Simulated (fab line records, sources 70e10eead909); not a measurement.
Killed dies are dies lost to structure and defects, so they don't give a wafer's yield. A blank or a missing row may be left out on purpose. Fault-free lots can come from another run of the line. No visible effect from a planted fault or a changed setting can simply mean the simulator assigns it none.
fab line records	flow nand-harc
record lots=6	wafers=18	last-day=24
route steps=1159 shown P_GATE@192 P_CONTACT@217 END@1159
lots with no fault: from the same line, run without faults
start-h: hours from the record's opening day to when the first of the lot's shown wafers began	wait-h: hours since the lot's step before	" same as the row above	L1.1+2: a single row standing in for several wafers	- no value, or no start given	* or withheld: withheld	< > ~ a bound
route shown NAME@n: NAME is a module with steps in the file, n the number in the route of the first one	usual: average and standard deviation across the fault-free wafers	same: alike in all rows	chamber/n: place in a boat	sites: the reading at each site	_std_site: standard deviation across them	_edge_site: the outer-site mean with the inner-site mean subtracted	radius-mm: how far each site lies from the wafer's centre	mask NAME#n: copy n	behind: the tool/chamber that last shaped the wafer	hold: the reason the lot was held/the length of the hold in hours/how it ended	device: transistor that didn't switch, given as n, p or np	end of line: tests of these same wafers at the route's end	for a step that has no rows: nothing shown but its recipe	killed: at the first sort, the dies lost to defects and structure; wafer yield is something else	map: the dies of a wafer, with x for killed, . for not killed, _ for no die there
set.NAME: setting as actually run; set.NAME@STEP: the setting as run at that earlier step	model.NAME: the simulator's own value behind a step, which no gauge read
lots at selected steps of the route; one table per step, one row per wafer
services: the hour from which a tool's chamber was out of use, counted from the record's first day as start-h (under 0 if before that day), plus the number of hours and why
## steps
# step NHARC_P_GATE_DEHYDRATE_83
# recipe temp-c=150	time-s=120
# step NHARC_P_GATE_HMDS_84
# recipe time-s=30
# step NHARC_P_GATE_COAT_85
# recipe spin-rpm=3000
# step NHARC_P_GATE_SOFTBAKE_86
# recipe temp-c=122	time-s=95
# step NHARC_P_GATE_EBR_87
# step NHARC_P_GATE_EXPOSE_88
# recipe na=0.6	target-cd-nm=2000	dose-mj=11.87	mask-id=P_HVN
# step NHARC_P_GATE_PEB_89
# recipe peb-temp-c=118	peb-time-s=85
# step NHARC_P_GATE_DEVELOP_90
# recipe time-s=70
# step NHARC_P_GATE_CD_MEAS_91
# recipe target-cd-nm=2000	landing-energy-ev=500
# usual cd-nm=2000.4/1.8
lot.wafer	tool	chamber	start-h	wait-h	cd-nm
L348.1	cd-sem-02	0	102.16	-	1998.3
L348.4	"	0	"	"	1998.7
L348.6	"	0	"	"	2001.5
L352.1	cd-sem-02	0	133.32	-	2002.4
L352.4	"	0	"	"	2000.8
L352.5	"	0	"	"	1999.2
L365.2	cd-sem-01	0	198.51	-	2003.7
L365.5	"	0	"	"	2002.6
L365.6	"	0	"	"	2000.2
L366.3	cd-sem-02	0	212.76	-	2002.2
L366.4	"	0	"	"	2001.1
L366.6	"	0	"	"	2002.4
L367.2	cd-sem-03	0	212.95	-	1998.6
L367.3	"	0	"	"	1999.0
L367.5	"	0	"	"	2001.0
L371.1	cd-sem-03	0	237.16	-	1998.8
L371.2	"	0	"	"	2000.5
L371.4	"	0	"	"	1999.4
# step NHARC_P_GATE_HARDBAKE_92
# recipe temp-c=125	time-s=80
# step NHARC_P_GATE_DESCUM_93
# recipe time-s=3	o2-flow-sccm=200	ar-flow-sccm=0	bias-power-w=0	chemistry=O2
# usual drypump-motor-current-A=5.7/0.52	oes-product-au=1.001/0.01	rf-vpp-V=57.8/0.8	showerhead-plenum-p-Torr=1.91/0.081	throttle-valve-pct=11.312/0.0089
lot.wafer	tool	chamber	start-h	wait-h	drypump-motor-current-A	oes-product-au	rf-hours-counter-h	rf-vpp-V	showerhead-plenum-p-Torr	throttle-valve-pct
L348.1	rie-diel-05	1	102.34	-	6.1	1.002	45	56.9	1.95	11.306
L348.4	"	2	"	"	6.3	1.000	33	57.2	1.77	11.312
L348.6	"	3	"	"	5.0	1.015	-	58.4	2.01	11.327
L352.4	rie-diel-05	3	133.59	-	5.0	1.004	51	57.8	2.01	11.305
L352.1	"	0	"	"	5.3	0.985	52	57.6	2.06	11.312
L352.5	"	2	"	"	6.3	0.980	-	57.5	1.77	11.317
L365.2	rie-diel-05	2	198.70	-	6.3	1.001	11	58.0	2.07	11.316
L365.6	"	0	"	"	5.3	0.993	-	57.1	2.05	11.328
L365.5	"	1	"	"	6.1	0.993	-	57.0	1.94	11.306
L366.4	rie-diel-08	0	213.19	-	5.6	1.018	17	57.6	1.93	11.320
L366.3	"	1	"	"	6.5	0.999	17	58.2	1.86	11.320
L366.6	"	0	"	"	5.5	1.008	-	57.1	1.93	11.323
L367.3	rie-diel-08	0	213.28	-	5.6	1.018	17	58.6	1.93	11.312
L367.2	"	3	"	"	5.2	0.999	16	56.9	1.82	11.317
L367.5	"	0	"	"	5.6	1.017	-	58.1	1.93	11.314
L371.2	rie-diel-08	0	237.32	-	5.5	1.016	22	58.1	1.93	11.316
L371.1	"	1	"	"	6.6	0.998	21	57.1	1.86	11.317
L371.4	"	1	"	"	6.6	1.005	-	57.2	1.86	11.320
# step NHARC_P_GATE_IMPLANT_94
# recipe energy-kev=60	dose-cm2=2e+15	tilt-deg=7
# step NHARC_P_GATE_STRIP_113
# recipe power-w=1500	temp-c=110	time-s=740	chemistry=N2/H2
# usual drypump-motor-current-A=5.57/0.18	heater-power-w=89/3.8
lot.wafer	tool	chamber	start-h	wait-h	drypump-motor-current-A	heater-power-w	rf-hours-counter-h
L348.1	plasma-asher-02	1	103.70	1.2	5.75	92	35
L348.4	"	1	"	"	5.74	92	-
L348.6	"	1	"	"	5.74	92	-
L352.1	plasma-asher-01	1	134.10	0.3	5.77	85	7
L352.4	"	0	"	"	5.40	91	-
L352.5	"	1	"	"	5.77	81	-
L365.2	plasma-asher-02	0	199.16	0.3	5.42	90	3
L365.5	"	1	"	"	5.72	93	-
L365.6	"	0	"	"	5.41	93	-
L366.3	plasma-asher-02	0	213.79	0.4	5.42	94	-
L366.4	"	1	"	"	5.72	90	-
L366.6	"	0	"	"	5.41	92	-
L367.2	plasma-asher-01	1	213.79	0.3	5.77	85	38
L367.3	"	0	"	"	5.37	91	-
L367.5	"	1	"	"	5.77	84	-
L371.2	plasma-asher-01	0	237.71	0.2	5.33	89	46
L371.1	"	1	"	"	5.79	82	46
L371.4	"	0	"	"	5.31	92	-
# step NHARC_P_GATE_STRIP_95
# recipe power-w=1500	temp-c=250	chemistry=O2
# step NHARC_P_GATE_STRIP_96
# recipe time-s=900	temp-c=130	chemistry=SPM
# step NHARC_P_GATE_RTA_64
# recipe temp-c=1050	time-s=1
# usual lamp-power-pct=32.95/0.2	wafer_temp_C_max=1055.0/1.1
lot.wafer	tool	chamber	start-h	wait-h	lamp-power-pct	wafer_temp_C_max
L348.1	rtp-anneal-01	0	104.98	-	32.79	1055.9
L348.4	"	0	"	"	32.77	1055.4
L348.6	"	0	"	"	32.78	1056.8
L352.1	rtp-anneal-02	0	135.31	-	33.15	1054.8
L352.4	"	0	"	"	33.15	1054.6
L352.5	"	0	"	"	33.17	1052.9
L365.2	rtp-anneal-01	0	200.35	-	32.73	1055.9
L365.5	"	0	"	"	32.68	1058.6
L365.6	"	0	"	"	32.73	1054.4
L366.3	rtp-anneal-01	0	214.89	-	32.76	1053.4
L366.4	"	0	"	"	32.75	1055.8
L366.6	"	0	"	"	32.76	1055.6
L367.2	rtp-anneal-02	0	214.98	-	33.17	1053.4
L367.3	"	0	"	"	33.20	1053.6
L367.5	"	0	"	"	33.18	1053.9
L371.1	rtp-anneal-01	0	239.00	-	32.80	1055.0
L371.2	"	0	"	"	32.82	1054.7
L371.4	"	0	"	"	32.77	1055.3
# step NHARC_P_GATE_ETCH_77
# recipe target-depth-a=60	chemistry=dHF	material=SiO2
# step NHARC_P_GATE_DEGAS_109
# recipe temp-c=300	time-s=60
# usual heater-power-w=456/44
lot.wafer	tool	chamber	start-h	wait-h	heater-power-w
L348.4	pvd-sputter-02	-	105.30	0.1	416
L348.1	"	-	"	"	476
L348.6	"	-	"	"	423
L352.1	pvd-sputter-01	-	135.62	0.1	473
L352.4	"	-	"	"	503
L352.5	"	-	"	"	466
L365.2	pvd-sputter-03	-	200.63	0.1	491
L365.6	"	-	"	"	480
L365.5	"	-	"	"	483
L366.4	pvd-sputter-03	-	215.14	0.1	390
L366.3	"	-	"	"	477
L366.6	"	-	"	"	400
L367.3	pvd-sputter-01	-	215.26	0.1	517
L367.2	"	-	"	"	438
L367.5	"	-	"	"	445
L371.1	pvd-sputter-01	-	239.30	0.1	511
L371.2	"	-	"	"	440
L371.4	"	-	"	"	428
# step NHARC_P_GATE_PRE_CLEAN_110
# recipe time-s=30	bias-v=200	gas=Ar
# step NHARC_P_GATE_SPUTTER_78
# recipe target-thk-a=100	material=Ni
# step NHARC_P_GATE_SPUTTER_79
# recipe target-thk-a=100	material=TiN
# step NHARC_P_GATE_RTA_80
# recipe temp-c=300	time-s=30
# usual wafer_temp_C_max=301.3/0.36
lot.wafer	tool	chamber	start-h	wait-h	wafer_temp_C_max
L348.1	rtp-anneal-02	0	105.74	-	301.8
L348.4	"	0	"	"	301.6
L348.6	"	0	"	"	301.3
L352.1	rtp-anneal-02	0	135.96	-	301.6
L352.4	"	0	"	"	301.3
L352.5	"	0	"	"	301.6
L365.2	rtp-anneal-02	0	200.95	-	301.2
L365.5	"	0	"	"	301.5
L365.6	"	0	"	"	301.8
L366.3	rtp-anneal-01	0	215.49	-	301.8
L366.4	"	0	"	"	301.5
L366.6	"	0	"	"	301.0
L367.2	rtp-anneal-02	0	215.58	-	302.0
L367.3	"	0	"	"	301.2
L367.5	"	0	"	"	301.6
L371.1	rtp-anneal-01	0	239.60	-	301.6
L371.2	"	0	"	"	301.8
L371.4	"	0	"	"	301.7
# step NHARC_P_GATE_STRIP_67
# recipe time-s=600	temp-c=130	chemistry=SPM
# step NHARC_P_GATE_RTA_82
# recipe temp-c=450	time-s=30
# usual lamp-power-pct=3.861/0.024	wafer_temp_C_max=452.2/0.55
lot.wafer	tool	chamber	start-h	wait-h	lamp-power-pct	wafer_temp_C_max
L348.1	rtp-anneal-01	0	106.45	-	3.837	452.7
L348.4	"	0	"	"	3.838	453.3
L348.6	"	0	"	"	3.833	452.1
L352.1	rtp-anneal-02	0	136.43	-	3.880	452.1
L352.4	"	0	"	"	3.888	451.4
L352.5	"	0	"	"	3.882	452.0
L365.2	rtp-anneal-02	0	201.46	-	3.885	451.4
L365.5	"	0	"	"	3.884	451.6
L365.6	"	0	"	"	3.885	452.0
L366.3	rtp-anneal-01	0	215.95	-	3.839	451.6
L366.4	"	0	"	"	3.835	453.5
L366.6	"	0	"	"	3.840	452.0
L367.2	rtp-anneal-02	0	216.07	-	3.879	452.0
L367.3	"	0	"	"	3.886	451.5
L367.5	"	0	"	"	3.891	451.6
L371.1	rtp-anneal-01	0	240.06	-	3.836	452.6
L371.2	"	0	"	"	3.839	452.0
L371.4	"	0	"	"	3.838	452.9
# step NHARC_P_GATE_INSPECT_68
# usual raw-defect-count=192/85
lot.wafer	tool	chamber	start-h	wait-h	raw-defect-count
L348.1	defect-inspect-01	-	106.65	0.2	196
L348.4	"	-	"	"	137
L348.6	"	-	"	"	187
L352.1	defect-inspect-02	-	136.63	0.2	134
L352.4	"	-	"	"	168
L352.5	"	-	"	"	121
L365.2	defect-inspect-02	-	201.64	0.1	456
L365.5	"	-	"	"	491
L365.6	"	-	"	"	519
L366.3	defect-inspect-02	-	216.09	0.1	502
L366.4	"	-	"	"	435
L366.6	"	-	"	"	434
L367.2	defect-inspect-01	-	216.24	0.1	154
L367.3	"	-	"	"	288
L367.5	"	-	"	"	177
L371.1	defect-inspect-01	-	240.25	0.2	253
L371.2	"	-	"	"	223
L371.4	"	-	"	"	296
# step NHARC_P_CONTACT_DEP_30
# recipe target-thk-a=300	temp-c=400	target-thk-nm=30	flow-sccm=200	rf-w=450	material=SiNx
# step NHARC_END_SORT_01
# recipe temp-c=25
# usual killed-at-array=27/12	killed-at-other=0.8/1	killed-at-periphery=4.0/2.5	killed-dies=32/11	killed-open=3.3/1.8	killed-short=2.0/1.5
# same gross-dies=677
lot.wafer	tool	chamber	start-h	wait-h	killed-at-array	killed-at-other	killed-at-periphery	killed-dies	killed-open	killed-short
L348.1	prober-02	0	443.74	2.5	17	0	7	24	3	1
L348.4	prober-02	0	446.14	3.4	20	0	6	26	3	4
L348.6	prober-02	0	447.75	4.0	15	0	6	21	2	2
L352.1	prober-01	0	464.41	2.5	14	0	3	17	4	3
L352.4	prober-01	0	466.78	3.4	8	0	3	11	2	1
L352.5	prober-01	0	467.57	3.7	9	0	1	10	4	0
L365.2	prober-01	0	544.72	2.8	38	1	62	101	4	0
L365.5	prober-01	0	547.13	3.7	28	0	40	68	2	1
L365.6	prober-01	0	547.93	4.0	49	1	53	103	3	3
L367.2	prober-02	0	550.51	2.8	21	1	3	25	1	1
L367.3	prober-02	0	551.32	3.1	26	1	4	31	6	2
L367.5	prober-02	0	552.94	3.7	24	1	8	33	7	3
L366.3	prober-01	0	553.35	3.1	37	0	50	87	5	0
L366.4	prober-01	0	554.15	3.4	39	0	42	81	0	1
L366.6	prober-01	0	555.76	4.0	46	0	53	99	1	1
L371.1	prober-02	0	572.68	2.5	15	1	2	18	1	4
L371.2	prober-02	0	573.49	2.8	15	2	5	22	2	2
L371.4	prober-02	0	575.11	3.4	11	2	10	23	1	1
# killed by level:class
L348.1 A_SLIT:chamber-film-flake=10 P_CONTACT:chamber-film-flake=3 P_BONDPAD:chamber-film-flake=2 A_STAIRCASE:chamber-film-flake=2 P_CONTACT:geometric-particle:open=1 P_M0:geometric-particle:short=1 A_CHANNEL_FILL_D1:geometric-particle:open=1 A_CONTACT:geometric-particle:open=1
L348.4 A_SLIT:chamber-film-flake=8 P_CONTACT:chamber-film-flake=5 A_STAIRCASE:chamber-film-flake=3 A_WL_FILL:geometric-particle:short=2 A_CONTACT:chamber-film-flake=2 P_GATE:geometric-particle:open=1 A_ONON_D1:geometric-particle:short=1 A_WL_FILL:geometric-particle:open=1
L348.6 A_SLIT:chamber-film-flake=7 P_CONTACT:chamber-film-flake=4 P_BONDPAD:chamber-film-flake=2 A_CHANNEL_FILL_D1:geometric-particle:open=1 A_CHANNEL_FILL_D1:geometric-particle:short=1 A_WL_FILL:geometric-particle:short=1 A_WL_FILL:geometric-particle:open=1 A_ZERO_WELL:chamber-film-flake=1
L352.1 A_M0:geometric-particle:short=3 A_CONTACT:chamber-film-flake=3 A_CONTACT:geometric-particle:open=2 P_ZERO_WELL:chamber-film-flake=2 A_CHANNEL_HOLE_D1:chamber-film-flake=2 A_BLC:geometric-particle:open=1 A_M1:geometric-particle:open=1 P_M2:chamber-film-flake=1
L352.4 A_CHANNEL_HOLE_D1:chamber-film-flake=4 P_ZERO_WELL:chamber-film-flake=2 A_ZERO_WELL:chamber-film-flake=2 P_CONTACT:geometric-particle:open=1 A_CONTACT:geometric-particle:short=1 A_M0:geometric-particle:open=1
L352.5 A_STAIRCASE:chamber-film-flake=3 A_CONTACT:geometric-particle:open=2 A_WL_FILL:geometric-particle:open=1 A_BLC:geometric-particle:open=1 P_ZERO_WELL:chamber-film-flake=1 A_SLIT:chamber-film-flake=1 A_BLC:chamber-film-flake=1
L365.2 P_GATE:unspecified=56 A_CHANNEL_HOLE_D1:chamber-film-flake=17 A_SLIT:chamber-film-flake=14 P_GATE:chamber-film-flake=4 A_CONTACT:chamber-film-flake=3 P_CONTACT:geometric-particle:open=1 A_ONON_D1:geometric-particle:open=1 A_CHANNEL_HOLE_D1:geometric-particle:open=1
L365.5 P_GATE:unspecified=37 A_SLIT:chamber-film-flake=13 A_CHANNEL_HOLE_D1:chamber-film-flake=11 A_CONTACT:chamber-film-flake=3 P_CONTACT:geometric-particle:short=1 P_CONTACT:geometric-particle:open=1 A_WL_FILL:geometric-particle:open=1 P_GATE:chamber-film-flake=1
L365.6 P_GATE:unspecified=50 A_CHANNEL_HOLE_D1:chamber-film-flake=23 A_SLIT:chamber-film-flake=20 A_ONON_D1:geometric-particle:short=2 A_CONTACT:chamber-film-flake=2 P_M0:geometric-particle:short=1 P_M2:geometric-particle:open=1 A_CONTACT:geometric-particle:open=1
L367.2 A_CONTACT:chamber-film-flake=10 A_CHANNEL_HOLE_D1:chamber-film-flake=4 A_WL_FILL:geometric-particle:open=1 A_BLC:geometric-particle:short=1 P_STI:chamber-film-flake=1 P_GATE:chamber-film-flake=1 P_M0:chamber-film-flake=1 A_ZERO_WELL:chamber-film-flake=1
L367.3 A_CONTACT:chamber-film-flake=7 A_CHANNEL_HOLE_D1:chamber-film-flake=6 A_BLC:geometric-particle:open=2 A_ZERO_WELL:chamber-film-flake=2 A_STAIRCASE:chamber-film-flake=2 A_BLC:chamber-film-flake=2 P_CONTACT:geometric-particle:open=1 P_M0:geometric-particle:open=1
L367.5 A_CHANNEL_HOLE_D1:chamber-film-flake=5 A_CONTACT:chamber-film-flake=5 P_STI:chamber-film-flake=3 A_ONON_D1:geometric-particle:short=2 A_WL_FILL:geometric-particle:open=2 P_GATE:chamber-film-flake=2 A_WL_FILL:chamber-film-flake=2 A_BLC:chamber-film-flake=2
L366.3 P_GATE:unspecified=48 A_CHANNEL_HOLE_D1:chamber-film-flake=18 A_SLIT:chamber-film-flake=10 A_STAIRCASE:chamber-film-flake=3 A_STAIRCASE:geometric-particle:open=1 A_WL_FILL:geometric-particle:open=1 A_CONTACT:geometric-particle:open=1 A_BLC:geometric-particle:open=1
L366.4 P_GATE:unspecified=42 A_SLIT:chamber-film-flake=15 A_CHANNEL_HOLE_D1:chamber-film-flake=12 A_CONTACT:chamber-film-flake=6 A_STAIRCASE:chamber-film-flake=3 A_CONTACT:geometric-particle:short=1 A_WL_FILL:chamber-film-flake=1 A_BLC:chamber-film-flake=1
L366.6 P_GATE:unspecified=51 A_CHANNEL_HOLE_D1:chamber-film-flake=20 A_SLIT:chamber-film-flake=16 A_STAIRCASE:chamber-film-flake=5 A_CONTACT:chamber-film-flake=3 P_M0:geometric-particle:open=1 A_M0:geometric-particle:short=1 P_STI:chamber-film-flake=1
L371.1 A_CHANNEL_HOLE_D1:chamber-film-flake=4 A_CONTACT:chamber-film-flake=4 A_CHANNEL_HOLE_D1:geometric-particle:short=3 A_BONDPAD:chamber-film-flake=3 P_M1:geometric-particle:open=1 A_ONON_D1:geometric-particle:short=1 P_M1:chamber-film-flake=1 THIN_TSV:chamber-film-flake=1
L371.2 A_CHANNEL_HOLE_D1:chamber-film-flake=9 P_M1:chamber-film-flake=3 P_CONTACT:geometric-particle:short=2 A_M0:geometric-particle:open=2 A_STAIRCASE:chamber-film-flake=2 THIN_TSV:chamber-film-flake=2 A_CONTACT:chamber-film-flake=1 A_BONDPAD:chamber-film-flake=1
L371.4 P_M1:chamber-film-flake=5 A_CHANNEL_HOLE_D1:chamber-film-flake=4 A_CONTACT:chamber-film-flake=4 P_STI:chamber-film-flake=3 A_BONDPAD:chamber-film-flake=2 THIN_TSV:chamber-film-flake=2 P_CONTACT:geometric-particle:open=1 P_CONTACT:geometric-particle:short=1
# map L365.6 (x killed, . not)
____________.____________
_________......._________
_______..........._______
______.............______
_____..............._____
____...............x.____
____.................____
___....x..............___
___...................___
__..........x..........__
__..........x..........__
_...........xx.........._
_......................._
_........xxxxxx........._
_..........xx..........._
_.........xxxx.........._
..........xx.x...........
..........x...xx.........
.....x.....xx..x.........
...........x.............
.........................
_.....................x._
_......................._
_..........x............_
_............x.........._
_......................._
__....x................__
__........x............__
___..xxxxx............___
___..xxxxxx.x..x......___
____xxxxxxx.x.xxx....____
____.xxxxxxx..xxxx...____
_____xxxxxxx.xxxxx.._____
______xxxxxxxxx.xx.______
_______xxxxx......_______
_________xxx.xxx_________
____________.____________
# map L366.6 (x killed, . not)
____________.____________
_________......x_________
_______x.........._______
______.............______
_____..............._____
____.................____
____.................____
___...................___
___x..................___
__x....................__
__..........x..x.......__
_.............xx........_
_......................._
_........x.xxxxx........_
_.......x.xxxx....x....._
_..........xxxxxxx......_
.......x....xxxxx..x.....
.........................
...........x...x.x.......
.........x....xx..x......
.......x.................
_......................._
_....x.................._
_............x.......x.._
_......................._
_......................._
__....x................__
__..x.x.xx..x..........__
___...xxxx............___
___..xxxxxx...........___
____xxxxxxxx.........____
____xxxxxxx..........____
_____xxxxxxx........_____
______xxxxxx.......______
_______xxxxx.x..x._______
_________xxx...._________
____________.____________
## services
tool	chamber	start-h	hours	kind
rie-diel-08	0	79.35	-	clean
rie-diel-08	1	79.35	-	clean
rie-diel-08	2	79.35	-	clean
rie-diel-08	3	79.35	-	clean
rie-diel-05	0	93.83	-	clean
rie-diel-05	1	93.83	-	clean
rie-diel-05	2	93.83	-	clean
plasma-asher-01	-	94.30	4.7	repair
plasma-asher-01	-	99.46	9.0	pm
pvd-sputter-03	-	102.03	10.0	pm
pvd-sputter-01	-	116.01	2.6	repair
rie-diel-08	0	123.11	2.8	repair
rie-diel-08	-	124.80	9.0	pm
pvd-sputter-01	-	158.01	10.0	pm
rie-diel-05	2	158.73	11.6	repair
pvd-sputter-03	-	163.34	3.3	repair
rie-diel-05	-	163.60	9.0	pm
pvd-sputter-01	-	168.67	3.5	repair
pvd-sputter-02	-	180.01	1.7	repair
plasma-asher-02	-	183.00	9.0	pm
pvd-sputter-03	-	192.92	1.7	repair
pvd-sputter-02	-	214.05	10.0	pm
rie-diel-08	1	222.66	4.4	repair
rie-diel-08	3	223.36	4.8	repair
## key
first-sign step=NHARC_P_GATE_INSPECT_68	reading=raw-defect-count	direction=up	sigmas=3.3	usual=192	struck=473
effect step=NHARC_END_SORT_01	reading=killed-at-periphery	direction=up	sigmas=19	usual=4.0	struck=50
more-kills-born-at NHARC_P_GATE_STRIP_113@plasma-asher-02=284
met-at NHARC_P_GATE_STRIP_113
struck-wafers L365.2,L365.5,L365.6,L366.3,L366.4,L366.6
tester-left-out L365,L366
onset-between 103.70 199.16
also-fits NHARC_P_GATE_DEGAS_109:pvd-sputter-03
fault kind=chamber-particle-source	tool=plasma-asher-02	chamber=-	onset-h=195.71	steps=NHARC_P_GATE_STRIP_113	rate-per-visit-cm2=0.45567	end-h=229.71
# tester-left-out: of these lots the tester's yield and bins aren't shown, on N5 and GAA mostly nor the transistor test; their killed dies are dies lost to structure and defects alone, not to doping, threshold or leakage, so they don't give the yield
